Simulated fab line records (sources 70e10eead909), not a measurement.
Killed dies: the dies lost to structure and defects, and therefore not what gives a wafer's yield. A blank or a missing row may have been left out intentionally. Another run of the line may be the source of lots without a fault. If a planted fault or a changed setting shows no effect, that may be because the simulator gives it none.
The tool behind it: which one?    flow nand harc    11 lots, 33 wafers sampled, at 6 steps of a route of 1159

## WHAT THE GAUGES SHOWED, per wafer
NHARC_P_BONDPAD_CD_MEAS_09 targets a cd of 500 nm.
lot   measured      on         cd nm (nm)
L948  day 6 14:01   cd sem-03  500.2 499.2 498.3
L947  day 6 14:35   cd sem-02  500.6 502.0 502.3
L949  day 7 02:40   cd sem-02  498.9 500.5 500.6
L950  day 7 03:04   cd sem-01  500.5 501.1 503.0
L951  day 7 05:40   cd sem-02  497.3 498.4 498.5
L952  day 7 12:58   cd sem-01  497.5 500.3 499.2
L960  day 9 15:03   cd sem-01  501.3 500.9 499.4
L959  day 9 16:07   cd sem-03  497.7 499.0 498.6
L963  day 10 10:11  cd sem-01  500.7 498.7 501.2
L966  day 11 06:32  cd sem-01  499.0 500.1 499.3
L969  day 11 19:24  cd sem-02  501.1 502.9 500.5

NHARC_P_BONDPAD_OVL_MEAS_38.
lot   measured      on          overlay x nm (nm)  overlay y nm (nm)
L948  day 6 14:07   overlay-02  4 4 4              -3 -3 -4
L947  day 6 14:40   overlay-02  2 3 2              1 2 1
L949  day 7 02:45   overlay-01  -10 -10 -10        7 7 7
L950  day 7 03:10   overlay-01  1 1 2              7 6 6
L951  day 7 05:45   overlay-01  0 0 0              -5 -6 -6
L952  day 7 13:04   overlay-01  -1 0 0             -8 -9 -8
L960  day 9 15:08   overlay-02  9 10 10            -3 -3 -4
L959  day 9 16:13   overlay-01  -9 -9 -9           4 4 5
L963  day 10 10:17  overlay-01  3 2 3              11 12 11
L966  day 11 06:37  overlay-01  -2 -2 -1           0 0 -1
L969  day 11 19:29  overlay-01  3 4 3              -5 -5 -5

NHARC_A_ONON_D1_THK_MEAS_18: measures by ellipsometry.
lot   measured      on             thk nm (nm)
L948  day 8 02:47   film metro-02  997 997 997
L947  day 8 02:48   film metro-01  999 1000 998
L949  day 8 15:38   film metro-02  1022 1021 1021
L950  day 8 15:37   film metro-01  1015 1015 1016
L951  day 8 15:38   film metro-01  987 990 987
L952  day 9 01:23   film metro-01  990 992 993
L960  day 11 03:50  film metro-01  1004 1004 1682
L959  day 11 04:13  film metro-01  1000 1000 1678
L963  day 12 00:29  film metro-02  996 997 996
L966  day 12 21:37  film metro-02  1003 1004 1004
L969  day 13 06:29  film metro-02  998 998 997

NHARC_END_SORT_01.
lot   measured      on         killed at array  killed at other  killed at periphery  killed dies  killed open  killed short
L960  day 22 01:44  prober-01  13 16 675        0 0 0            1 3 2                14 19 677    0 6 4        1 1 3
L959  day 22 01:46  prober-02  18 30 669        1 0 0            2 1 8                21 31 677    2 3 5        4 2 2

## WHICH TOOL RAN EACH LOT (tool, then ch and the chambers of the sampled wafers, then the start)
lot   NHARC_P_BONDPAD_PVD_17                   NHARC_A_ONON_D1_DEP_16
L948  pvd sputter-02, day 8 02:17 or earlier   pecvd onon-04 ch 0, day 8 02:17
L947  pvd sputter-02, day 8 02:17 or earlier   pecvd onon-02 ch 0, day 8 02:17
L949  pvd sputter-01, day 8 15:07 or earlier   pecvd onon-02 ch 0, day 8 15:07
L950  pvd sputter-02, day 8 15:06 or earlier   pecvd onon-03 ch 0, day 8 15:06
L951  pvd sputter-01, day 8 15:06 or earlier   pecvd onon-04 ch 0, day 8 15:06
L952  pvd sputter-03, day 9 00:56 or earlier   pecvd onon-04 ch 0, day 9 00:56
L960  pvd sputter-02, day 11 03:20 or earlier  pecvd onon-03 ch 0, day 11 03:20
L959  pvd sputter-03, day 11 03:41 or earlier  pecvd onon-03 ch 0, day 11 03:41
L963  pvd sputter-02, day 11 23:59 or earlier  pecvd onon-04 ch 0, day 11 23:59
L966  pvd sputter-03, day 12 21:11 or earlier  pecvd onon-02 ch 0, day 12 21:11
L969  pvd sputter-02, day 13 05:58 or earlier  pecvd onon-04 ch 0, day 13 05:58
- NHARC_P_BONDPAD_PVD_17: deposits TaN, target thk 5 nm, time 8.06 s.
- NHARC_A_ONON_D1_DEP_16: target thk 1000 nm.

## WHAT THE TOOLS THEMSELVES READ (means of the sampled wafers that have a number; where no wafer has one, the mark that the record gives instead)
NHARC_P_BONDPAD_PVD_17.
lot   tool            chamber pressure pa (Pa)  substrate temp c (C)  throttle valve pct (%)
L948  pvd sputter-02  0.12006                   50.04                 30.8
L947  pvd sputter-02  0.11998                   50.16                 31.3
L949  pvd sputter-01  0.11981                   50.01                 30.2
L950  pvd sputter-02  0.11987                   50.01                 30.2
L951  pvd sputter-01  0.12017                   49.97                 30.5
L952  pvd sputter-03  0.12011                   49.95                 31.4
L960  pvd sputter-02  0.12010                   50.00                 30.2
L959  pvd sputter-03  0.11978                   50.07                 30.7
L963  pvd sputter-02  0.12002                   49.98                 30.8
L966  pvd sputter-03  0.11997                   50.05                 30.3
L969  pvd sputter-02  0.11994                   49.96                 30.7

NHARC_A_ONON_D1_DEP_16.
lot   tool           susceptor temp C (C)
L948  pecvd onon-04  400.06
L947  pecvd onon-02  400.22
L949  pecvd onon-02  400.09
L950  pecvd onon-03  399.81
L951  pecvd onon-04  399.79
L952  pecvd onon-04  399.95
L960  pecvd onon-03  400.04
L959  pecvd onon-03  400.14
L963  pecvd onon-04  399.81
L966  pecvd onon-02  399.80
L969  pecvd onon-04  399.79

## THE ANSWER, worked out from the rows above alone
Rule: usual is defined by the lots themselves. The widest of any qualifying gaps counts: lots, ordered by their means at a reading, are off when they make up no more than a third of the lots, leave a main group of 4 or more, and stand apart from it by 3 or more times the standard deviation of that group's means. Not used: any main group whose means are identical at the precision the tables above print for the reading. Also off: a lot with no number at a reading for which 4 or more lots have one. All remaining lots with rows at the step are treated as sound. After the gauges, taken in route order, come the tools' own readings; for these a lot's mean is taken, as printed above. At the first step where some lot is off, the reading lying furthest off is the one used; lots without a number count as furthest.
Off: L960, L959, at NHARC_A_ONON_D1_THK_MEAS_18 (thk nm). Main group: mean 1001 nm, sd 10.
If a tool, at a process step before that reading, ran all the lots that are off and no sound lot after the first of them, it fits. Those tools and the gauges at NHARC_A_ONON_D1_THK_MEAS_18 are tried in the same way. With no start given for some of its lots, NHARC_P_BONDPAD_PVD_17 uses the hours and lot order of NHARC_A_ONON_D1_DEP_16. This does not decide it: 2 tools fit, namely pecvd onon-03 at NHARC_A_ONON_D1_DEP_16 and film metro-01 at NHARC_A_ONON_D1_THK_MEAS_18.

## WHAT THE SIMULATOR PUT IN
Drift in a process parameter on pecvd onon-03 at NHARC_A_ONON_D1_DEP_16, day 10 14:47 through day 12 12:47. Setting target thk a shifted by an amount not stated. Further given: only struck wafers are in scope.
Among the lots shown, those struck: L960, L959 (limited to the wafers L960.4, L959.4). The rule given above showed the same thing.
